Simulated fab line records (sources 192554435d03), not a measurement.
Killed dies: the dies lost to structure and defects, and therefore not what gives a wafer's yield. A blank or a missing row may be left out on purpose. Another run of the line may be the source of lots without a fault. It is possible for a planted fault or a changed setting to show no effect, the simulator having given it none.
Lot-split experiment / flow n5Finfet / on a route of 1938 steps: 7 lots, 39 wafers read

== SPLIT DETAILS ==
At N5_BEOL_M12_SPUTTER_43 (material TaN, target thk 15 nm, time 24.19 s), the setting timeS was moved away from the recipe's 24.19 s on 9 of the 39 wafers read, by -36.5% to +35.3%. For the rest of the wafers, this setting stayed at what the recipe calls for.

== FROM THE SPLIT TO THE READING: what the file shows between them, 4 steps ==
- N5_BEOL_M12_SPUTTER_44: material Ta, target thk 10 nm, time 16.13 s
- N5_BEOL_M12_SPUTTER_45: material Cu, target thk 80 nm, time 13.33 s
- N5_BEOL_M12_ECD_47: material Cu, target thk 720 nm
- N5_BEOL_M12_ANNEAL_48: time 90 s

== THE READING ==
barrierFieldEndpointS, in s, at N5_BEOL_M12_CMP_49 (polishes, stops on SiOC, t overpolish 20.6 s, target thk 320 nm). On this fab line, fault-free wafers typically give 30.2 s with a standard deviation of 0.6 s.

wafer=L076.4; tool, chamber at the split=pvdSputter-02, -; timeS as run, s=24.19; against the recipe=recipe; barrierFieldEndpointS, s=29.4; against lot-mates on the recipe=-
wafer=L076.1; tool, chamber at the split=pvdSputter-02, -; timeS as run, s=24.19; against the recipe=recipe; barrierFieldEndpointS, s=29.4; against lot-mates on the recipe=-
wafer=L076.2; tool, chamber at the split=pvdSputter-02, -; timeS as run, s=24.19; against the recipe=recipe; barrierFieldEndpointS, s=30.3; against lot-mates on the recipe=-
wafer=L076.3; tool, chamber at the split=pvdSputter-02, -; timeS as run, s=15.36; against the recipe=-36.5%; barrierFieldEndpointS, s=23.3; against lot-mates on the recipe=-6.4
wafer=L076.6; tool, chamber at the split=pvdSputter-02, -; timeS as run, s=15.36; against the recipe=-36.5%; barrierFieldEndpointS, s=23.0; against lot-mates on the recipe=-6.7
wafer=L076.5; tool, chamber at the split=pvdSputter-02, -; timeS as run, s=15.36; against the recipe=-36.5%; barrierFieldEndpointS, s=23.4; against lot-mates on the recipe=-6.3
wafer=L078.4; tool, chamber at the split=pvdSputter-03, -; timeS as run, s=24.19; against the recipe=recipe; barrierFieldEndpointS, s=29.5; against lot-mates on the recipe=-
wafer=L078.1; tool, chamber at the split=pvdSputter-03, -; timeS as run, s=24.19; against the recipe=recipe; barrierFieldEndpointS, s=29.6; against lot-mates on the recipe=-
wafer=L078.3; tool, chamber at the split=pvdSputter-03, -; timeS as run, s=24.19; against the recipe=recipe; barrierFieldEndpointS, s=29.4; against lot-mates on the recipe=-
wafer=L078.2; tool, chamber at the split=pvdSputter-03, -; timeS as run, s=24.19; against the recipe=recipe; barrierFieldEndpointS, s=29.5; against lot-mates on the recipe=-
wafer=L078.5; tool, chamber at the split=pvdSputter-03, -; timeS as run, s=24.19; against the recipe=recipe; barrierFieldEndpointS, s=30.0; against lot-mates on the recipe=-
wafer=L078.6; tool, chamber at the split=pvdSputter-03, -; timeS as run, s=24.19; against the recipe=recipe; barrierFieldEndpointS, s=29.3; against lot-mates on the recipe=-
wafer=L085.4; tool, chamber at the split=pvdSputter-01, -; timeS as run, s=31.09; against the recipe=+28.5%; barrierFieldEndpointS, s=36.4; against lot-mates on the recipe=+5.8
wafer=L085.3; tool, chamber at the split=pvdSputter-01, -; timeS as run, s=24.19; against the recipe=recipe; barrierFieldEndpointS, s=30.1; against lot-mates on the recipe=-
wafer=L085.1; tool, chamber at the split=pvdSputter-01, -; timeS as run, s=24.19; against the recipe=recipe; barrierFieldEndpointS, s=30.8; against lot-mates on the recipe=-
wafer=L085.2; tool, chamber at the split=pvdSputter-01, -; timeS as run, s=31.09; against the recipe=+28.5%; barrierFieldEndpointS, s=35.5; against lot-mates on the recipe=+4.9
wafer=L085.6; tool, chamber at the split=pvdSputter-01, -; timeS as run, s=24.19; against the recipe=recipe; barrierFieldEndpointS, s=31.0; against lot-mates on the recipe=-
wafer=L085.5; tool, chamber at the split=pvdSputter-01, -; timeS as run, s=31.09; against the recipe=+28.5%; barrierFieldEndpointS, s=35.4; against lot-mates on the recipe=+4.8
wafer=L089.4; tool, chamber at the split=pvdSputter-02, -; timeS as run, s=24.19; against the recipe=recipe; barrierFieldEndpointS, s=30.1; against lot-mates on the recipe=-
wafer=L089.1; tool, chamber at the split=pvdSputter-02, -; timeS as run, s=24.19; against the recipe=recipe; barrierFieldEndpointS, s=29.7; against lot-mates on the recipe=-
wafer=L089.3; tool, chamber at the split=pvdSputter-02, -; timeS as run, s=24.19; against the recipe=recipe; barrierFieldEndpointS, s=30.3; against lot-mates on the recipe=-
wafer=L089.2; tool, chamber at the split=pvdSputter-02, -; timeS as run, s=24.19; against the recipe=recipe; barrierFieldEndpointS, s=29.8; against lot-mates on the recipe=-
wafer=L089.5; tool, chamber at the split=pvdSputter-02, -; timeS as run, s=24.19; against the recipe=recipe; barrierFieldEndpointS, s=31.3; against lot-mates on the recipe=-
wafer=L089.6; tool, chamber at the split=pvdSputter-02, -; timeS as run, s=24.19; against the recipe=recipe; barrierFieldEndpointS, s=30.3; against lot-mates on the recipe=-
wafer=L094.1; tool, chamber at the split=pvdSputter-03, -; timeS as run, s=32.73; against the recipe=+35.3%; barrierFieldEndpointS, s=36.1; against lot-mates on the recipe=+5.6
wafer=L094.3; tool, chamber at the split=pvdSputter-03, -; timeS as run, s=24.19; against the recipe=recipe; barrierFieldEndpointS, s=30.8; against lot-mates on the recipe=-
wafer=L094.4; tool, chamber at the split=pvdSputter-03, -; timeS as run, s=24.19; against the recipe=recipe; barrierFieldEndpointS, s=30.4; against lot-mates on the recipe=-
wafer=L094.2; tool, chamber at the split=pvdSputter-03, -; timeS as run, s=24.19; against the recipe=recipe; barrierFieldEndpointS, s=30.2; against lot-mates on the recipe=-
wafer=L094.5; tool, chamber at the split=pvdSputter-03, -; timeS as run, s=32.73; against the recipe=+35.3%; barrierFieldEndpointS, s=36.4; against lot-mates on the recipe=+5.9
wafer=L094.6; tool, chamber at the split=pvdSputter-03, -; timeS as run, s=32.73; against the recipe=+35.3%; barrierFieldEndpointS, s=36.5; against lot-mates on the recipe=+6.0
wafer=L093.1; tool, chamber at the split=pvdSputter-03, -; timeS as run, s=24.19; against the recipe=recipe; barrierFieldEndpointS, s=31.4; against lot-mates on the recipe=-
wafer=L093.2; tool, chamber at the split=pvdSputter-03, -; timeS as run, s=24.19; against the recipe=recipe; barrierFieldEndpointS, s=31.5; against lot-mates on the recipe=-
wafer=L093.4; tool, chamber at the split=pvdSputter-03, -; timeS as run, s=24.19; against the recipe=recipe; barrierFieldEndpointS, s=31.0; against lot-mates on the recipe=-
wafer=L093.3; tool, chamber at the split=pvdSputter-03, -; timeS as run, s=24.19; against the recipe=recipe; barrierFieldEndpointS, s=31.3; against lot-mates on the recipe=-
wafer=L093.6; tool, chamber at the split=pvdSputter-03, -; timeS as run, s=24.19; against the recipe=recipe; barrierFieldEndpointS, s=32.4; against lot-mates on the recipe=-
wafer=L093.5; tool, chamber at the split=pvdSputter-03, -; timeS as run, s=24.19; against the recipe=recipe; barrierFieldEndpointS, s=30.7; against lot-mates on the recipe=-
wafer=L096.2; tool, chamber at the split=pvdSputter-01, -; timeS as run, s=24.19; against the recipe=recipe; barrierFieldEndpointS, s=30.3; against lot-mates on the recipe=-
wafer=L096.1; tool, chamber at the split=pvdSputter-01, -; timeS as run, s=24.19; against the recipe=recipe; barrierFieldEndpointS, s=30.5; against lot-mates on the recipe=-
wafer=L096.5; tool, chamber at the split=pvdSputter-01, -; timeS as run, s=24.19; against the recipe=recipe; barrierFieldEndpointS, s=30.0; against lot-mates on the recipe=-

THE FIT
A straight line over all 39 wafers: barrierFieldEndpointS changes by +0.185 s for each +1% of timeS; r = +0.97; the points scatter about the line by 0.71 s.
The same after taking each lot's own level away (the mean of its wafers on the recipe; 39 wafers): +0.174 s for each +1%; r = +0.99; scatter 0.4 s.
The reading moves by 6.3 s for the largest change in timeS, on that fit.
Measured against the standard deviation above, the lots' own levels, which go from 29.55 to 31.38 s, span 3.1 times it.
The two slopes are in agreement: the lot-to-lot level therefore moves the slope only a little.
Check: for one of the wafers moved furthest among these (-36.5%), held out of the fit, the line's prediction against its lot-mates is -6.36 s. Against them it came out at -6.4 s.

== OTHER SPLITS ON THESE WAFERS ==
Other splits were also applied to these wafers ahead of the reading. Each is held against what the fit with the lots' levels taken away leaves over:
other split on the same wafers=N5_BEOL_M10_TRENCH_ETCH_37 timeS; wafers away from the commonest value=12; r with barrierFieldEndpointS (lot level and that fit taken away)=-0.10

== THE WHOLE CHAIN: every reading that the file lists as answering this split, in the file's order ==
step=N5_BEOL_M12_SPUTTER_43; what it does=material TaN, target thk 15 nm, time 24.19 s; reading=TaN_of_BEOL_M12_SPUTTER_43.thkNm (the simulator's own value, which no gauge read); change (the file's fit)=+0.146 nm for each +1% of the setting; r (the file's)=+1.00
step=N5_BEOL_M12_CMP_49; what it does=polishes, stops on SiOC, t overpolish 20.6 s, target thk 320 nm; reading=barrierFieldEndpointS; change (the file's fit)=+0.173 s for each +1% of the setting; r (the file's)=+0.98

== THE FILE'S OWN FIT ==
barrierFieldEndpointS changes by +0.173 s for each +1% of timeS, r = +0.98.
